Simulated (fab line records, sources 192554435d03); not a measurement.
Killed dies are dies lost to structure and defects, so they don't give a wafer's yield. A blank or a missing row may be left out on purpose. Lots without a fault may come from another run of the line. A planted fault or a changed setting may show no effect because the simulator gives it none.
fab line records | flow n5_finfet
record lots=7 wafers=39
route steps=1938 shown BEOL_M8@1344
start_h: hours from the record's first day to the start of the lot's first wafer shown | wait_h: hours since the lot's step before | " the same as in the row above | L1.1+2: a row that stands for several wafers | - no value, or no start given | * or withheld: withheld | < > ~ a bound
route shown NAME@n: a module of which the file shows steps, and the number in the route of the first | usual: mean/standard deviation of fault-free wafers | same: alike in all rows | chamber/n: place in a boat | sites: the reading at each site | _std_site: their standard deviation | _edge_site: outer sites' mean less inner sites' | radius_mm: how far each site lies from the wafer's centre | mask NAME#n: copy n | behind: the tool/chamber that last shaped the wafer | hold: why the lot was held/for how many hours/how that ended | device: the transistor (n, p or np) that didn't switch | end of line: the same wafers' tests at the end of the route | a step without rows: its recipe alone | killed: dies lost to structure and defects at the first sort, not the wafer's yield | map: a wafer's dies, x killed, . not, _ none there
set.NAME: the setting as run; set.NAME@STEP: as run at that earlier step | model.NAME: the simulator's own value behind a step, which no gauge read
lots whose settings were changed on purpose; a table a step, a row a wafer
## steps
# step N5_BEOL_M8_DEVELOP_10
# recipe develop_time_s=30 developer=TMAH resist=CAR-ArF rinse_liquid=diw dry=air_spin dev_temp_c=23
# columns lot.wafer tool chamber start_h wait_h set.develop_time_s
L074.1+3+4 litho_track-05 0 - - 22.06
L074.2+5+6 " 0 " " 30
L077.1+2+3 litho_track-02 0 - - 30
L078.1+2+3 litho_track-02 0 - - 30
L078.4+5+6 " 0 " " 12.24
L084.1+4+6 litho_track-02 0 - - 30
L084.2+3+5 " 0 " " 43.2
L086.1+4+5 litho_track-03 0 - - 45.06
L086.2+3+6 " 0 " " 30
L094.1+3+6 litho_track-03 0 - - 36.04
L094.2+4+5 " 0 " " 30
L095.1+3+4 litho_track-02 0 - - 30
L095.2+5+6 " 0 " " 39.8
# step N5_BEOL_M8_CD_MEAS_11
# recipe target_cd_nm=38.5 landing_energy_ev=500 detector=se_inlens polarity=opening
# usual cd_nm=38.7/0.4
# columns lot.wafer tool chamber start_h wait_h set.develop_time_s@BEOL_M8_DEVELOP_10 cd_nm
L074.1 cd_sem-03 0 191.20 - 22.06 37.2
L074.2 " 0 " " 30 38.8
L074.3 " 0 " " 22.06 37.3
L074.4 " 0 " " 22.06 37.7
L074.5 " 0 " " 30 38.6
L074.6 " 0 " " 30 38.4
L077.1 cd_sem-03 0 222.35 - 30 38.9
L077.2 " 0 " " 30 39.3
L077.3 " 0 " " 30 39.2
L078.1 cd_sem-03 0 233.28 - 30 -
L078.2 " 0 " " 30 39.4
L078.3 " 0 " " 30 -
L078.4 " 0 " " 12.24 -
L078.5 " 0 " " 12.24 35.6
L078.6 " 0 " " 12.24 35.5
L084.1 cd_sem-01 0 280.73 - 30 39.0
L084.2 " 0 " " 43.2 40.2
L084.3 " 0 " " 43.2 -
L084.4 " 0 " " 30 -
L084.5 " 0 " " 43.2 39.9
L084.6 " 0 " " 30 -
L086.1 cd_sem-03 0 292.79 - 45.06 40.6
L086.2 " 0 " " 30 38.5
L086.3 " 0 " " 30 38.4
L086.4 " 0 " " 45.06 40.1
L086.5 " 0 " " 45.06 40.3
L086.6 " 0 " " 30 37.7
L094.1 cd_sem-02 0 338.48 - 36.04 39.6
L094.2 " 0 " " 30 38.7
L094.3 " 0 " " 36.04 39.2
L094.4 " 0 " " 30 39.2
L094.5 " 0 " " 30 38.1
L094.6 " 0 " " 36.04 39.5
L095.1 cd_sem-03 0 339.74 - 30 38.7
L095.2 " 0 " " 39.8 39.2
L095.3 " 0 " " 30 37.9
L095.4 " 0 " " 30 38.5
L095.5 " 0 " " 39.8 39.4
L095.6 " 0 " " 39.8 39.3
# step N5_BEOL_M8_DESCUM_16
# recipe chemistry=O2 time_s=7.9 source_power_w=50 bias_power_w=20 pressure_mtorr=20 rf_frequency_hz=2.712e+07 temp_c=40 resist=CAR-ArF o2_flow_sccm=225
# step N5_BEOL_M8_ETCH_61
# recipe chemistry=CF4 target=SiARC target_depth_a=455 mask_material=CAR-ArF time_s=75.8 ion_energy_ev=80 pressure_mtorr=40 source_w=545 bias_w=36 Ar_flow_sccm=100 cf4_flow_sccm=100 ends=cleared
# columns lot.wafer tool chamber start_h wait_h set.develop_time_s@BEOL_M8_DEVELOP_10 model.BEOL_M8.cd_offset_nm
L074.1+3 rie_diel-01 2,1 191.33 0.0 22.06 -1.2
L074.2 " 3 " " 30 0.6
L074.4 " 3 " " 22.06 -1
L074.5 " 1 " " 30 0.4
L074.6 " 2 " " 30 -0.2
L077.1 rie_diel-01 1 222.58 0.0 30 0.8
L077.2 " 3 " " 30 0.4
L077.3 " 2 " " 30 0.6
L078.1+2 rie_diel-02 1,2 233.52 0.0 30 0.4
L078.3 " 3 " " 30 0.8
L078.4 " 0 " " 12.24 -3.4
L078.5 " 3 " " 12.24 -3
L078.6 " 0 " " 12.24 -3.2
L084.1 rie_diel-01 3 280.85 0.0 30 0.2
L084.2 " 0 " " 43.2 1.4
L084.3 " 2 " " 43.2 2
L084.4 " 3 " " 30 0.4
L084.5 " 0 " " 43.2 1
L084.6 " 2 " " 30 0.6
L086.1 rie_diel-02 3 292.91 0.0 45.06 2
L086.2 " 0 " " 30 0
L086.3 " 1 " " 30 0.2
L086.4+5 " 1,0 " " 45.06 1.4
L086.6 " 3 " " 30 -0.6
L094.1 rie_diel-01 1 338.67 0.0 36.04 1
L094.2+4 " 3,0 " " 30 0
L094.3 " 2 " " 36.04 1.2
L094.5 " 0 " " 30 -0.4
L094.6 " 3 " " 36.04 0.8
L095.1+4 rie_diel-04 1,2 339.87 0.0 30 0
L095.2+5 " 3 " " 39.8 1
L095.3 " 0 " " 30 -0.2
L095.6 " 2 " " 39.8 0.8
# step N5_BEOL_M8_ETCH_62
# recipe chemistry=N2/H2 target=SOC target_depth_a=1100 overetch_a=220 mask_material=SiARC temp_c=40 time_s=165 ion_energy_ev=200 pressure_mtorr=30 source_w=840 bias_w=150 n2_flow_sccm=200 h2_flow_sccm=200
# columns lot.wafer tool chamber start_h wait_h set.develop_time_s@BEOL_M8_DEVELOP_10 model.BEOL_M8.cd_offset_nm
L074.1 rie_diel-01 2 191.38 0.0 22.06 -1.4
L074.2 " 3 " " 30 0.6
L074.3 " 1 " " 22.06 -1.2
L074.4 " 3 " " 22.06 -1
L074.5 " 1 " " 30 0.2
L074.6 " 2 " " 30 -0.4
L077.1 rie_diel-01 1 222.63 0.0 30 0.8
L077.2+3 " 3,2 " " 30 0.6
L078.1+2 rie_diel-02 1,2 233.58 0.0 30 0.4
L078.3 " 3 " " 30 0.6
L078.4 " 0 " " 12.24 -3.4
L078.5 " 3 " " 12.24 -3.2
L078.6 " 0 " " 12.24 -3
L084.1 rie_diel-01 3 280.91 0.0 30 0.2
L084.2 " 0 " " 43.2 1.6
L084.3 " 2 " " 43.2 2
L084.4+6 " 3,2 " " 30 0.6
L084.5 " 0 " " 43.2 1
L086.1 rie_diel-02 3 292.97 0.0 45.06 1.8
L086.2+3 " 0,1 " " 30 0.2
L086.4 " 1 " " 45.06 1.4
L086.5 " 0 " " 45.06 1.6
L086.6 " 3 " " 30 -0.6
L094.1+6 rie_diel-01 1,3 338.72 0.0 36.04 1
L094.2+4 " 3,0 " " 30 0.2
L094.3 " 2 " " 36.04 1.2
L094.5 " 0 " " 30 -0.4
L095.1+4 rie_diel-04 1,2 339.92 0.0 30 0
L095.2 " 3 " " 39.8 1
L095.3 " 0 " " 30 -0.4
L095.5+6 " 3,2 " " 39.8 0.8
# step N5_BEOL_M8_STRIP_68
# recipe chemistry=N2/H2 temp_c=40 n2_flow_sccm=200 h2_flow_sccm=200 rf_frequency_hz=6e+07
# step N5_BEOL_M8_STRIP_67
# recipe chemistry=CF4 resist=SiARC power_w=300 bias_power_w=75 pressure_mtorr=50 cf4_flow_sccm=150 rf_frequency_hz=6e+07
# step N5_BEOL_M8_HM_OPEN_17
# recipe chemistry=Cl2/BCl3 target_depth_a=200 overetch_a=60 target=TiN mask_material=SOC ion_energy_ev=150 pressure_mtorr=10 icp_w=1000 bias_w=126 Cl2_flow_sccm=53.25 bcl3_flow_sccm=21.75 Ar_flow_sccm=25
# step N5_BEOL_M8_STRIP_19
# recipe chemistry=O2 power_w=400 temp_c=40 pressure_mtorr=30 rf_frequency_hz=6e+07 bias_power_w=0 overash_fraction=0.2 o2_flow_sccm=225
# step N5_BEOL_M8_CD_MEAS_18
# recipe pitch_nm=80 target_cd_nm=40
# usual cd_nm=40.2/0.42
# columns lot.wafer tool chamber start_h wait_h set.develop_time_s@BEOL_M8_DEVELOP_10 cd_nm
L074.1 cd_sem-03 - 192.00 0.0 22.06 38.6
L074.2 " - " " 30 40.3
L074.3 " - " " 22.06 38.9
L074.4 " - " " 22.06 38.9
L074.5 " - " " 30 40.0
L074.6 " - " " 30 39.3
L077.1 cd_sem-03 - 223.01 0.0 30 41.2
L077.2 " - " " 30 40.5
L077.3 " - " " 30 40.6
L078.1 cd_sem-03 - 234.01 0.0 30 -
L078.2 " - " " 30 40.4
L078.3 " - " " 30 -
L078.4 " - " " 12.24 -
L078.5 " - " " 12.24 36.7
L078.6 " - " " 12.24 36.7
L084.1 cd_sem-01 - 281.28 0.0 30 40.3
L084.2 " - " " 43.2 41.5
L084.3 " - " " 43.2 -
L084.4 " - " " 30 -
L084.5 " - " " 43.2 40.9
L084.6 " - " " 30 -
L086.1 cd_sem-03 - 293.42 0.0 45.06 41.8
L086.2 " - " " 30 40.3
L086.3 " - " " 30 40.2
L086.4 " - " " 45.06 41.5
L086.5 " - " " 45.06 41.3
L086.6 " - " " 30 39.3
L094.1 cd_sem-03 - 339.09 0.0 36.04 41.0
L094.2 " - " " 30 40.2
L094.3 " - " " 36.04 41.2
L094.4 " - " " 30 40.2
L094.5 " - " " 30 39.5
L094.6 " - " " 36.04 41.1
L095.1 cd_sem-03 - 340.39 0.0 30 40.2
L095.2 " - " " 39.8 41.0
L095.3 " - " " 30 39.8
L095.4 " - " " 30 40.1
L095.5 " - " " 39.8 41.0
L095.6 " - " " 39.8 40.8
# step N5_BEOL_M8_COAT_63
# recipe resist=SOC temp_c=250 time_s=60 spin_rpm=1500 resist_thk_nm=60
# step N5_BEOL_M8_COAT_64
# recipe resist=SiARC temp_c=220 time_s=60 spin_rpm=1500 resist_thk_nm=12
# step N5_BEOL_M8_PRECLEAN_42
# recipe chemistry=residue_remover time_s=60 temp_c=40
# step N5_BEOL_M8_SRD_43
# recipe time_s=30 temp_c=23 rinse_liquid=diw dry=ipa_marangoni
# step N5_BEOL_M8_CD_MEAS_35
# recipe target_cd_nm=40 polarity=opening
# usual cd_nm=40.3/0.49
# columns lot.wafer tool chamber start_h wait_h set.develop_time_s@BEOL_M8_DEVELOP_10 cd_nm
L074.1 cd_sem-01 - 196.73 0.0 22.06 38.8
L074.2 " - " " 30 41.1
L074.3 " - " " 22.06 38.8
L074.4 " - " " 22.06 38.8
L074.5 " - " " 30 40.4
L074.6 " - " " 30 39.4
L077.1 cd_sem-03 - 225.37 0.0 30 40.9
L077.2 " - " " 30 40.7
L077.3 " - " " 30 40.4
L078.1 cd_sem-01 - 238.22 0.0 30 -
L078.2 " - " " 30 40.1
L078.3 " - " " 30 -
L078.4 " - " " 12.24 -
L078.5 " - " " 12.24 36.8
L078.6 " - " " 12.24 37.1
L084.1 cd_sem-03 - 282.46 0.0 30 40.2
L084.2 " - " " 43.2 41.9
L084.3 " - " " 43.2 -
L084.4 " - " " 30 -
L084.5 " - " " 43.2 41.0
L084.6 " - " " 30 -
L086.1 cd_sem-03 - 298.06 0.0 45.06 41.8
L086.2 " - " " 30 40.2
L086.3 " - " " 30 40.1
L086.4 " - " " 45.06 41.5
L086.5 " - " " 45.06 41.6
L086.6 " - " " 30 39.2
L094.1 cd_sem-01 - 341.65 0.0 36.04 41.1
L094.2 " - " " 30 40.4
L094.3 " - " " 36.04 41.4
L094.4 " - " " 30 40.3
L094.5 " - " " 30 39.4
L094.6 " - " " 36.04 41.1
L095.1 cd_sem-03 - 342.04 0.0 30 40.3
L095.2 " - " " 39.8 41.0
L095.3 " - " " 30 39.7
L095.4 " - " " 30 39.8
L095.5 " - " " 39.8 41.0
L095.6 " - " " 39.8 40.5
## key
split step=N5_BEOL_M8_DEVELOP_10 setting=develop_time_s stated=30 by=wafer
response step=N5_BEOL_M8_CD_MEAS_11 reading=cd_nm change=+0.0433 per=1% r=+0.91
response step=N5_BEOL_M8_ETCH_61 reading=model.BEOL_M8.cd_offset_nm change=+0.0442 per=1% r=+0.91
response step=N5_BEOL_M8_ETCH_62 reading=model.BEOL_M8.cd_offset_nm change=+0.0431 per=1% r=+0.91
response step=N5_BEOL_M8_CD_MEAS_18 reading=cd_nm change=+0.0392 per=1% r=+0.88
response step=N5_BEOL_M8_CD_MEAS_35 reading=cd_nm change=+0.041 per=1% r=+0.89
